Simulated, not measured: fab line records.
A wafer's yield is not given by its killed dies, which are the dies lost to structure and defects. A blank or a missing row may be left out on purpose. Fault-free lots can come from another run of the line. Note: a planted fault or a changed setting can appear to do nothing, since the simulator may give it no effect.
fab line records	flow n5-finfet
record: lots: 15	wafers: 45	last-day: 17
route steps=1938 shown BEOL_M3@1015 BEOL_M4@1034
lots that met no fault: taken from a fault-free run of the same line
start-h: hours from the record's opening day to when the first of the lot's shown wafers began	wait-h: hours elapsed since this lot's preceding step	" the same as in the row above	L1.1+2: a row that stands for several wafers	- either no value or no given start	* or withheld: withheld	< > ~ a bound
route shown NAME@n: NAME is a module with steps in the file, n the number in the route of the first one	usual: the fault-free wafers' mean and standard deviation	same: alike in all rows	chamber/n: place in a boat	sites: the reading at each site	_std_site: the values' standard deviation	_edge_site: the outer-site mean with the inner-site mean subtracted	radius-mm: how far each site lies from the wafer's centre	mask NAME#n: copy n	behind: the most recent tool/chamber to have shaped the wafer	hold: why the lot was held/for how many hours/how that ended	device: the transistor (n, p or np) that didn't switch	end of line: tests run on the same wafers once the route is complete	for a step that has no rows: nothing shown but its recipe	killed: not the wafer's yield, but the dies lost to structure and defects at the first sort	map: a wafer's dies, x killed, . not, _ none there
set.NAME: the setting as run; set.NAME@STEP: as run at that earlier step	model.NAME: the simulator's own value behind a step, which no gauge read
the route's steps for a sample of lots (tables are steps, rows are wafers)
services: when a tool's chamber went out of use (start-h, in hours from the record's first day, below 0 if earlier), for how many hours, and the reason
== steps ==
step: N5_BEOL_M3_PRE_CLEAN_60
recipe: gas: NH3/H2	time-s: 15	temp-c: *	rf-power-w: 300
usual: heater-power-w: 91/25	rf-fwd-power-W: 296.8/0.93
lot.wafer	tool	chamber	start-h	wait-h	heater-power-w	rf-fwd-power-W
L633.2	cvd-co-01	1	163.77	0.0	93	298.5
L633.3	"	0	"	"	100	295.3
L633.5	"	1	"	"	95	298.5
L634.2	cvd-co-01	0	171.94	0.0	98	296.0
L634.4	"	2	"	"	59	295.8
L634.6	"	0	"	"	99	294.9
L635.2	cvd-co-02	1	173.21	0.0	147	296.1
L635.4	"	0	"	"	98	296.3
L635.5	"	1	"	"	150	297.2
L636.3	cvd-co-01	2	175.95	0.0	59	296.3
L636.4	"	0	"	"	98	297.1
L636.5	"	1	"	"	95	298.4
L637.1	cvd-co-01	1	183.82	0.0	98	297.3
L637.2	"	0	"	"	99	297.8
L637.6	"	0	"	"	98	296.5
L638.1	cvd-co-01	0	194.42	0.0	97	297.4
L638.2	"	1	"	"	97	296.6
L638.5	"	2	"	"	58	298.2
L639.2	cvd-co-01	0	201.67	0.0	95	294.5
L639.3	"	1	"	"	96	298.6
L639.4	"	2	"	"	57	296.6
L646.1	cvd-co-01	0	242.96	0.0	98	296.3
L646.4	"	1	"	"	97	298.1
L646.6	"	0	"	"	95	296.8
L648.2	cvd-co-01	1	245.42	0.0	98	295.6
L648.3	"	2	"	"	59	296.4
L648.5	"	2	"	"	58	297.8
L649.1	cvd-co-01	1	249.34	0.0	95	297.6
L649.3	"	2	"	"	59	298.9
L649.6	"	2	"	"	59	296.9
L650.3	cvd-co-02	1	261.90	0.2	151	296.4
L650.5	"	1	"	"	151	295.9
L650.6	"	0	"	"	96	298.8
L651.2	cvd-co-01	0	271.57	0.0	98	297.7
L651.4	"	2	"	"	57	296.9
L651.6	"	0	"	"	95	295.6
L653.2	cvd-co-02	2	275.18	0.0	78	296.4
L653.4	"	2	"	"	76	296.2
L653.6	"	0	"	"	99	297.2
L654.1	cvd-co-01	2	281.05	0.0	60	296.2
L654.2	"	0	"	"	98	296.9
L654.6	"	1	"	"	98	297.9
L655.2	cvd-co-02	2	297.54	0.0	74	297.9
L655.3	"	1	"	"	146	296.6
L655.5	"	2	"	"	78	297.7
step: N5_BEOL_M4_CD_MEAS_11
recipe: target-cd-nm: 16.79	landing-energy-ev: 500	detector: se-inlens	polarity: opening
usual: cd-nm: 16.84/0.23
lot.wafer	tool	chamber	start-h	wait-h	cd-nm
L633.2	cd-sem-01	0	166.00	-	16.63
L633.3	"	0	"	"	16.49
L633.5	"	0	"	"	17.12
L634.2	cd-sem-01	0	173.16	-	16.93
L634.4	"	0	"	"	17.03
L634.6	"	0	"	"	16.92
L635.2	cd-sem-03	0	175.65	-	16.92
L635.4	"	0	"	"	16.84
L635.5	"	0	"	"	16.62
L636.3	cd-sem-03	0	177.15	-	16.40
L636.4	"	0	"	"	16.85
L636.5	"	0	"	"	16.78
L637.1	cd-sem-02	0	185.09	-	17.25
L637.2	"	0	"	"	16.84
L637.6	"	0	"	"	17.15
L638.1	cd-sem-01	0	196.47	-	16.91
L638.2	"	0	"	"	16.87
L638.5	"	0	"	"	16.83
L639.2	cd-sem-02	0	204.42	-	17.24
L639.3	"	0	"	"	16.87
L639.4	"	0	"	"	17.14
L646.1	cd-sem-01	0	245.76	-	17.04
L646.4	"	0	"	"	16.68
L646.6	"	0	"	"	17.07
L648.2	cd-sem-01	0	246.52	-	16.72
L648.3	"	0	"	"	16.81
L648.5	"	0	"	"	16.72
L649.1	cd-sem-03	0	251.74	-	16.63
L649.3	"	0	"	"	16.53
L649.6	"	0	"	"	17.04
L650.3	cd-sem-03	0	262.94	-	16.77
L650.5	"	0	"	"	16.99
L650.6	"	0	"	"	16.94
L651.2	cd-sem-02	0	272.54	-	16.75
L651.4	"	0	"	"	16.91
L651.6	"	0	"	"	16.63
L653.2	cd-sem-03	0	276.17	-	16.94
L653.4	"	0	"	"	16.91
L653.6	"	0	"	"	16.62
L654.1	cd-sem-01	0	284.37	-	17.08
L654.2	"	0	"	"	16.94
L654.6	"	0	"	"	17.07
L655.2	cd-sem-03	0	300.77	-	16.99
L655.3	"	0	"	"	16.99
L655.5	"	0	"	"	17.21
step: N5_BEOL_M4_STRIP_19
recipe: chemistry: O2	power-w: 400	temp-c: 40	pressure-mtorr: 30	rf-frequency-hz: 6e+07	bias-power-w: 0	overash-fraction: 0.2	o2-flow-sccm: 225
usual: bias-power-w: 0/0	chamber-pressure-mTorr: 29.998/0.026	drypump-motor-current-A: 5.9/0.54	oes-product-au: 0.78/0.082	rf-vpp-V: 3.7/0.47	showerhead-plenum-p-Torr: 2.10/0.07	throttle-valve-pct: 16.69/0.25
lot.wafer	tool	chamber	start-h	wait-h	bias-power-w	chamber-pressure-mTorr	drypump-motor-current-A	oes-product-au	rf-hours-counter-h	rf-vpp-V	showerhead-plenum-p-Torr	throttle-valve-pct
L633.2	rie-diel-05	1	166.57	0.2	0	30.001	6.3	0.69	250	2.6	2.16	16.82
L633.3	"	0	"	"	0	29.978	5.6	0.83	82	4.2	2.03	16.47
L633.5	"	1	"	"	0	30.010	6.2	0.68	-	3.5	2.16	16.80
L634.2	rie-diel-04	0	174.00	0.3	0	30.026	6.6	0.70	226	3.9	1.99	16.55
L634.4	"	1	"	"	0	30.004	5.7	0.78	126	3.4	2.10	16.86
L634.6	"	3	"	"	0	29.981	5.7	0.73	-	2.5	2.17	16.47
L635.2	rie-diel-04	0	176.42	0.2	-	-	-	-	-	-	-	-
L635.4	"	3	"	"	-	-	-	-	-	-	-	-
L635.5	"	0	"	"	-	-	-	-	-	-	-	-
L636.3	rie-diel-04	0	177.64	0.1	-	-	-	-	-	-	-	-
L636.4	"	0	"	"	-	-	-	-	-	-	-	-
L636.5	"	3	"	"	-	-	-	-	-	-	-	-
L637.1	rie-diel-05	0	185.67	0.1	-	-	-	-	-	-	-	-
L637.2	"	3	"	"	-	-	-	-	-	-	-	-
L637.6	"	0	"	"	-	-	-	-	-	-	-	-
L638.1	rie-diel-04	2	197.60	0.2	0	29.990	5.8	0.95	2	3.9	2.15	16.12
L638.2	"	1	"	"	0	30.031	5.7	0.77	138	3.4	2.09	16.92
L638.5	"	3	"	"	0	30.013	5.6	0.71	-	3.8	2.17	16.50
L639.2	rie-diel-04	3	205.24	0.3	0	30.014	5.7	0.71	204	3.5	2.17	16.49
L639.3	"	1	"	"	0	30.045	5.7	0.77	143	4.0	2.09	16.91
L639.4	"	0	"	"	0	29.987	6.6	0.70	242	4.2	1.98	16.59
L646.1	rie-diel-01	0	246.45	0.1	0	29.969	5.5	0.85	75	3.9	2.12	16.92
L646.4	"	3	"	"	0	30.007	5.1	0.70	238	3.5	1.99	16.80
L646.6	"	3	"	"	0	30.027	5.1	0.71	-	2.8	1.99	16.80
L648.2	rie-diel-05	0	247.00	0.1	0	29.985	5.6	0.80	112	3.8	2.02	16.54
L648.3	"	3	"	"	0	30.006	5.6	0.75	156	4.4	2.19	16.84
L648.5	"	1	"	"	0	29.997	6.2	0.92	-	3.9	2.15	16.38
L649.1	rie-diel-01	1	252.87	0.7	0	29.988	6.6	0.83	85	3.2	2.13	17.01
L649.3	"	0	"	"	0	29.982	5.5	0.84	78	3.9	2.12	16.93
L649.6	"	0	"	"	0	29.983	5.5	0.85	-	3.9	2.12	16.94
L650.3	rie-diel-01	0	263.43	0.1	0	29.980	5.5	0.83	81	3.9	2.12	16.94
L650.5	"	0	"	"	0	30.018	5.5	0.84	-	4.1	2.12	16.92
L650.6	"	1	"	"	0	30.027	6.5	0.83	-	3.6	2.13	17.01
L651.2	rie-diel-04	2	273.04	0.1	0	30.012	5.8	0.85	30	3.3	2.14	16.17
L651.4	"	2	"	"	0	29.944	5.7	0.86	-	3.6	2.14	16.18
L651.6	"	0	"	"	0	30.018	6.6	0.97	-	4.2	2.24	16.13
L653.2	rie-diel-05	0	276.73	0.1	0	29.970	5.6	0.79	120	2.8	2.02	16.55
L653.4	"	1	"	"	0	29.986	6.3	0.89	34	2.9	2.14	16.40
L653.6	"	0	"	"	0	30.011	5.6	0.79	-	3.8	2.02	16.54
L654.1	rie-diel-04	2	284.85	0.1	0	30.018	5.7	0.86	35	3.5	2.14	16.18
L654.2	"	1	"	"	0	29.980	5.7	0.74	172	3.4	2.08	16.97
L654.6	"	0	"	"	0	30.081	6.6	0.97	-	3.8	2.24	16.14
L655.2	rie-diel-01	1	301.35	0.1	0	30.004	6.6	0.82	101	2.6	2.12	17.04
L655.3	"	2	"	"	0	29.992	6.6	0.68	238	3.2	2.08	16.81
L655.5	"	2	"	"	0	29.996	6.6	0.68	-	3.6	2.08	16.80
step: N5_BEOL_M4_OVL_MEAS_29
recipe: points-per-wafer: 522
usual: V3_OVL: 0.3/0.56
lot.wafer	tool	chamber	start-h	wait-h	V3_OVL[nm]
L633.2	overlay-02	0	166.99	0.0	0.2
L633.3	"	0	"	"	-1.2
L633.5	"	0	"	"	-0.3
L634.2	overlay-02	0	174.42	0.0	0.6
L634.4	"	0	"	"	0.7
L634.6	"	0	"	"	0.5
L635.2	overlay-01	0	176.97	0.0	-3.4
L635.4	"	0	"	"	-0.9
L635.5	"	0	"	"	0.3
L636.3	overlay-01	0	178.07	0.0	-2.4
L636.4	"	0	"	"	-2.5
L636.5	"	0	"	"	-2.2
L637.1	overlay-01	0	186.21	0.0	-0.8
L637.2	"	0	"	"	-0.9
L637.6	"	0	"	"	-1.4
L638.1	overlay-02	0	198.15	0.0	-0.1
L638.2	"	0	"	"	0.9
L638.5	"	0	"	"	0.1
L639.2	overlay-01	0	205.66	0.0	0.8
L639.3	"	0	"	"	0.7
L639.4	"	0	"	"	1.2
L646.1	overlay-01	0	246.92	0.0	0.7
L646.4	"	0	"	"	-0.1
L646.6	"	0	"	"	0.3
L648.2	overlay-02	0	247.55	0.0	1.0
L648.3	"	0	"	"	0.9
L648.5	"	0	"	"	0.9
L649.1	overlay-01	0	253.29	0.0	-0.4
L649.3	"	0	"	"	-0.4
L649.6	"	0	"	"	-0.6
L650.3	overlay-02	0	263.86	0.0	-0.2
L650.5	"	0	"	"	0.6
L650.6	"	0	"	"	0.2
L651.2	overlay-02	0	273.52	0.0	0.1
L651.4	"	0	"	"	-0.2
L651.6	"	0	"	"	-1.2
L653.2	overlay-01	0	277.17	0.0	-1.1
L653.4	"	0	"	"	-0.7
L653.6	"	0	"	"	-0.1
L654.1	overlay-02	0	285.27	0.0	0.6
L654.2	"	0	"	"	0.3
L654.6	"	0	"	"	0.2
L655.2	overlay-02	0	301.77	0.0	-0.1
L655.3	"	0	"	"	0.1
L655.5	"	0	"	"	-0.4
step: N5_BEOL_M4_INSPECT_30
recipe: mode: adi	inspect-instrument: brightfield
usual: raw-defect-count: 399/92
lot.wafer	tool	chamber	start-h	wait-h	raw-defect-count
L633.2	defect-inspect-01	-	167.05	0.0	256
L633.3	"	-	"	"	359
L633.5	"	-	"	"	346
L634.2	defect-inspect-01	-	174.48	0.0	532
L634.4	"	-	"	"	435
L634.6	"	-	"	"	595
L635.2	defect-inspect-02	-	177.02	0.0	399
L635.4	"	-	"	"	420
L635.5	"	-	"	"	533
L636.3	defect-inspect-02	-	178.12	0.0	342
L636.4	"	-	"	"	414
L636.5	"	-	"	"	494
L637.1	defect-inspect-01	-	186.27	0.1	263
L637.2	"	-	"	"	489
L637.6	"	-	"	"	290
L638.1	defect-inspect-01	-	198.20	0.1	389
L638.2	"	-	"	"	355
L638.5	"	-	"	"	282
L639.2	defect-inspect-02	-	205.71	0.0	451
L639.3	"	-	"	"	400
L639.4	"	-	"	"	375
L646.1	defect-inspect-02	-	246.98	0.1	355
L646.4	"	-	"	"	266
L646.6	"	-	"	"	260
L648.2	defect-inspect-02	-	247.61	0.0	373
L648.3	"	-	"	"	370
L648.5	"	-	"	"	480
L649.1	defect-inspect-02	-	253.35	0.1	289
L649.3	"	-	"	"	302
L649.6	"	-	"	"	329
L650.3	defect-inspect-01	-	263.90	0.0	548
L650.5	"	-	"	"	355
L650.6	"	-	"	"	450
L651.2	defect-inspect-01	-	273.57	0.0	470
L651.4	"	-	"	"	550
L651.6	"	-	"	"	441
L653.2	defect-inspect-01	-	277.22	0.0	301
L653.4	"	-	"	"	243
L653.6	"	-	"	"	225
L654.1	defect-inspect-01	-	285.33	0.1	228
L654.2	"	-	"	"	349
L654.6	"	-	"	"	408
L655.2	defect-inspect-01	-	301.82	0.0	420
L655.3	"	-	"	"	352
L655.5	"	-	"	"	318
step: N5_BEOL_M4_ETCH_70
recipe: chemistry: N2/H2	target: SOC	target-depth-a: 800	overetch-a: 240	mask-material: SiARC	temp-c: 40	time-s: 130	ion-energy-ev: 200	pressure-mtorr: 30	source-w: 840	bias-w: 150	n2-flow-sccm: 200	h2-flow-sccm: 200
usual: drypump-motor-current-A: 6.0/0.47	h2-flow-sccm: 200.0/0.61	oes-product-au: 0.58/0.056	rf-fwd-power-W: 835.9/2.5	rf-vpp-V: 524.2/2.4	showerhead-plenum-p-Torr: 2.56/0.079	throttle-valve-pct: 17.73/0.28
lot.wafer	tool	chamber	start-h	wait-h	drypump-motor-current-A	h2-flow-sccm	oes-product-au	rf-fwd-power-W	rf-hours-counter-h	rf-vpp-V	showerhead-plenum-p-Torr	throttle-valve-pct
L633.2	rie-diel-01	3	171.84	0.0	5.1	200.1	0.53	837.3	224	520.2	2.41	17.79
L633.3	"	1	"	"	6.6	199.6	0.63	834.4	62	525.0	2.58	18.20
L633.5	"	0	"	"	5.5	199.5	0.64	838.8	-	524.4	2.58	18.05
L634.2	rie-diel-04	0	174.87	0.0	6.6	200.2	0.52	834.7	226	519.4	2.41	17.65
L634.4	"	1	"	"	5.7	200.1	0.57	829.9	126	522.7	2.55	18.09
L634.6	"	0	"	"	6.6	200.5	0.52	834.7	-	519.1	2.41	17.64
L635.2	rie-diel-04	3	177.75	0.0	5.6	199.8	0.73	839.0	190	527.3	2.63	17.57
L635.4	"	3	"	"	5.7	199.4	0.73	836.6	-	526.7	2.63	17.58
L635.5	"	1	"	"	5.7	201.3	0.79	836.5	-	523.8	2.55	18.12
L636.3	rie-diel-01	0	180.86	0.0	5.5	200.0	0.87	835.7	59	525.1	2.58	18.09
L636.4	"	3	"	"	5.1	200.0	0.71	830.0	226	520.2	2.41	17.84
L636.5	"	3	"	"	5.1	200.7	0.71	833.0	-	518.8	2.41	17.81
L637.1	rie-diel-05	2	190.36	0.0	6.6	200.0	0.76	837.0	152	523.7	2.55	17.79
L637.2	"	3	"	"	5.5	200.3	0.77	838.1	132	526.5	2.66	17.83
L637.6	"	3	"	"	5.5	200.5	0.77	836.3	-	526.4	2.66	17.82
L638.1	rie-diel-05	2	200.28	0.0	6.6	199.8	0.57	837.3	157	523.7	2.54	17.77
L638.2	"	3	"	"	5.5	199.7	0.56	830.9	137	526.0	2.65	17.78
L638.5	"	3	"	"	5.6	199.2	0.56	838.1	-	526.8	2.65	17.80
L639.2	rie-diel-04	3	206.96	0.0	5.7	199.9	0.53	837.6	205	528.0	2.62	17.57
L639.3	"	1	"	"	5.7	199.3	0.56	831.6	144	523.8	2.54	18.13
L639.4	"	2	"	"	5.7	200.6	0.68	834.8	7	525.2	2.60	17.30
L646.1	rie-diel-04	1	248.54	0.0	5.7	200.0	0.56	836.0	160	524.9	2.54	18.17
L646.4	"	1	"	"	5.7	200.3	0.56	839.1	-	524.6	2.54	18.16
L646.6	"	3	"	"	5.7	199.1	0.52	838.6	-	524.3	2.61	17.61
L648.2	rie-diel-04	2	252.30	0.0	5.8	199.5	0.63	835.6	26	524.4	2.60	17.32
L648.3	"	3	"	"	5.7	200.1	0.51	839.6	225	525.5	2.61	17.61
L648.5	"	3	"	"	5.7	199.0	0.52	835.6	-	525.7	2.61	17.61
L649.1	rie-diel-05	0	262.17	0.0	5.6	200.5	0.59	838.5	116	520.6	2.45	17.54
L649.3	"	1	"	"	6.3	201.3	0.66	835.6	29	526.4	2.60	17.42
L649.6	"	3	"	"	5.6	201.3	0.56	837.8	-	527.1	2.64	17.84
L650.3	rie-diel-05	1	267.73	0.0	6.2	200.4	0.66	834.5	31	525.5	2.59	17.43
L650.5	"	1	"	"	6.2	200.3	0.66	834.3	-	525.7	2.59	17.42
L650.6	"	2	"	"	6.6	200.0	0.55	836.9	-	522.3	2.53	17.83
L651.2	rie-diel-01	2	274.37	0.0	6.6	199.2	0.50	834.1	227	523.6	2.50	17.81
L651.4	"	1	"	"	6.7	200.9	0.61	830.2	92	526.0	2.57	18.25
L651.6	"	1	"	"	6.6	200.6	0.60	832.2	-	525.4	2.57	18.25
L653.2	rie-diel-04	2	279.98	0.0	5.8	200.7	0.63	829.8	33	526.9	2.59	17.34
L653.4	"	0	"	"	6.7	199.9	0.69	836.6	10	528.9	2.71	17.26
L653.6	"	0	"	"	6.6	200.8	0.70	834.4	-	527.9	2.71	17.25
L654.1	rie-diel-05	1	289.84	0.0	6.3	199.8	0.66	836.5	38	525.9	2.59	17.43
L654.2	"	3	"	"	5.6	199.9	0.55	838.4	169	526.8	2.64	17.87
L654.6	"	0	"	"	5.6	198.7	0.58	839.1	-	521.8	2.44	17.54
L655.2	rie-diel-04	2	305.99	0.0	5.7	199.5	0.62	835.0	42	526.0	2.59	17.35
L655.3	"	3	"	"	5.7	198.9	0.51	841.2	245	525.2	2.60	17.63
L655.5	"	3	"	"	5.7	199.3	0.50	836.6	-	526.1	2.61	17.63
step: N5_BEOL_M4_RC_MEAS_101
usual: DIBL_N: 36.3/1.2	DIBL_P: 36.1/1.6	IOFF_N: 0.161/0.023	IOFF_P: 0.209/0.027	ION_N: 676/8.9	ION_P: 462/5.3	SS_N: 71.5/0.51	SS_P: 73.2/0.5	VT_N: 249.1/2.5	VT_P: -249.9/2.8
lot.wafer	tool	chamber	start-h	wait-h	DIBL_N[mV/V]	DIBL_P[mV/V]	IOFF_N[nA/um]	IOFF_P[nA/um]	ION_N[uA/um]	ION_P[uA/um]	SS_N[mV/dec]	SS_P[mV/dec]	VT_N[mV]	VT_P[mV]
L633.2	prober-01	0	176.29	0.2	36.1	35.6	0.155	0.203	683	462	71.5	72.9	248.2	-249.9
L633.3	"	0	"	"	35.8	36.2	0.145	0.211	671	461	70.9	72.7	248.5	-250.4
L633.5	"	0	"	"	37.7	38.1	0.185	0.249	689	471	71.6	73.9	246.0	-247.5
L634.2	prober-01	0	180.05	0.2	36.8	35.5	0.161	0.221	675	463	71.3	73.0	250.1	-248.8
L634.4	"	0	"	"	37.7	35.8	0.174	0.220	674	466	71.2	73.1	250.3	-249.0
L634.6	"	0	"	"	36.8	34.7	0.162	0.213	664	460	71.5	73.5	248.5	-247.3
L638.1	prober-02	0	204.65	0.0	36.5	35.8	0.158	0.203	669	459	71.6	73.5	249.0	-249.5
L638.2	"	0	"	"	37.4	37.8	0.188	0.239	675	459	71.5	73.4	248.5	-247.8
L638.5	"	0	"	"	37.1	37.4	0.198	0.240	683	466	71.6	74.4	248.4	-247.9
L639.2	prober-01	0	211.89	0.2	34.3	34.7	0.129	0.158	664	450	71.2	73.6	252.9	-256.2
L639.3	"	0	"	"	35.1	35.5	0.140	0.175	679	461	71.3	73.3	248.6	-252.5
L639.4	"	0	"	"	35.0	35.4	0.140	0.171	663	454	71.4	73.3	249.8	-253.8
L646.1	prober-02	0	255.24	0.0	36.4	35.7	0.165	0.181	666	457	72.0	73.6	247.4	-253.8
L646.4	"	0	"	"	37.0	36.8	0.178	0.193	674	456	71.8	74.2	249.3	-253.1
L646.6	"	0	"	"	35.9	36.1	0.161	0.187	671	455	70.9	73.5	249.5	-253.2
L648.2	prober-01	0	256.72	0.2	36.9	35.3	0.150	0.187	673	460	70.5	72.4	250.0	-250.0
L648.3	"	0	"	"	38.1	37.1	0.188	0.223	676	454	71.6	73.1	248.3	-248.1
L648.5	"	0	"	"	38.1	36.7	0.179	0.210	674	464	71.6	73.3	246.3	-252.6
L649.1	prober-02	0	268.69	0.0	37.3	39.7	0.196	0.241	692	468	71.8	73.2	245.1	-249.5
L649.3	"	0	"	"	37.7	39.0	0.200	0.229	687	466	72.1	74.0	247.1	-250.1
L649.6	"	0	"	"	35.5	36.3	0.151	0.188	678	464	71.4	73.0	249.1	-253.0
L650.3	prober-02	0	275.00	0.3	38.6	37.3	0.201	0.248	679	465	72.6	73.9	247.0	-248.7
L650.5	"	0	"	"	36.7	34.8	0.159	0.206	669	455	71.6	73.2	250.7	-250.7
L650.6	"	0	"	"	37.9	36.1	0.188	0.235	688	474	71.8	73.5	248.7	-246.2
L651.2	prober-01	0	278.76	0.2	36.1	35.0	0.166	0.211	678	459	71.1	72.2	248.8	-248.8
L651.4	"	0	"	"	35.7	34.4	0.149	0.200	675	460	71.5	72.8	249.9	-248.3
L651.6	"	0	"	"	36.0	35.0	0.155	0.201	680	468	71.2	72.9	250.0	-248.5
L653.2	prober-02	0	284.75	0.2	34.3	35.7	0.117	0.192	663	461	71.9	72.9	254.1	-252.3
L653.4	"	0	"	"	35.8	36.9	0.135	0.214	666	463	71.0	73.7	254.6	-249.9
L653.6	"	0	"	"	36.0	37.6	0.138	0.222	673	467	71.6	73.1	254.9	-250.0
L654.1	prober-01	0	294.29	0.0	35.6	36.5	0.161	0.215	666	461	71.9	73.0	249.0	-250.2
L654.2	"	0	"	"	36.1	37.8	0.182	0.238	681	461	71.8	73.9	246.7	-247.1
L654.6	"	0	"	"	36.0	37.2	0.166	0.222	677	462	72.7	73.7	248.1	-251.9
L655.2	prober-01	0	310.37	0.2	37.1	36.4	0.166	0.217	679	465	71.8	73.3	250.1	-246.2
L655.3	"	0	"	"	36.0	35.6	0.143	0.202	674	463	71.9	73.1	250.6	-248.4
L655.5	"	0	"	"	35.0	34.3	0.132	0.178	662	457	71.6	73.4	251.1	-248.6
== services ==
tool	chamber	start-h	hours	kind
rie-diel-04	1	160.26	9.4	repair
rie-diel-04	2	175.20	-	clean
rie-diel-04	2	175.20	-	consumable-replace:focus-ring
rie-diel-04	2	175.20	17.6	scheduled-down
cvd-co-01	2	178.45	2.3	repair
rie-diel-01	-	182.64	29.3	repair
cvd-co-02	0	183.03	9.2	repair
cvd-co-02	-	192.72	6.9	pm
rie-diel-04	2	210.03	5.3	repair
rie-diel-04	1	217.31	5.0	repair
rie-diel-01	3	221.31	4.5	repair
cvd-co-01	-	234.99	6.0	pm
rie-diel-01	2	240.16	6.1	repair
cvd-co-02	2	248.60	21.1	repair
cvd-co-01	-	249.98	0.8	repair
rie-diel-04	1	265.61	2.8	repair
rie-diel-04	1	270.86	4.3	repair
cvd-co-02	-	271.48	0.3	repair
rie-diel-04	3	283.85	4.2	repair
rie-diel-01	1	284.52	2.1	repair
cvd-co-01	-	285.36	0.6	repair
rie-diel-04	2	298.45	3.9	repair
rie-diel-01	3	303.05	3.8	repair
cvd-co-02	1	303.50	13.0	repair
== key ==
first-sign: step: N5_BEOL_M4_STRIP_19	reading: tool-record	direction: missing
effect: step: N5_BEOL_M4_OVL_MEAS_29	reading: V3_OVL	direction: down	sigmas: 3.2	usual: 0.3	struck: -1.5	wafers-moved: 7
effect: step: N5_BEOL_M4_ETCH_70	reading: oes-product-au	direction: up	sigmas: 3.3	usual: 0.58	struck: 0.76
met-at N5_BEOL_M4_STRIP_19
struck-lots L635,L636,L637
later-rows-left-out L635.2,L635.4,L635.5,L636.3,L636.4,L636.5,L637.1,L637.2,L637.6
sort-left-out L635.2,L635.4,L635.5,L636.3,L636.4,L636.5,L637.1,L637.2,L637.6
not-acting-at N5_BEOL_M3_PRE_CLEAN_60,N5_BEOL_M4_CD_MEAS_11,N5_BEOL_M4_INSPECT_30
onset-between 174.00 176.42
fault: kind: skipped-step-whole	tool: rie-diel-04,rie-diel-05	chamber: -	onset-h: 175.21	steps: N5_BEOL_M4_STRIP_19	scope: struck-lots-only
sort-left-out: the simulated sort isn't trusted on such a fault, so these wafers' sort isn't shown, and their yield isn't known
later-rows-left-out: the simulator's readings of these wafers behind a module that went badly wrong aren't trusted and aren't shown, but for the sort
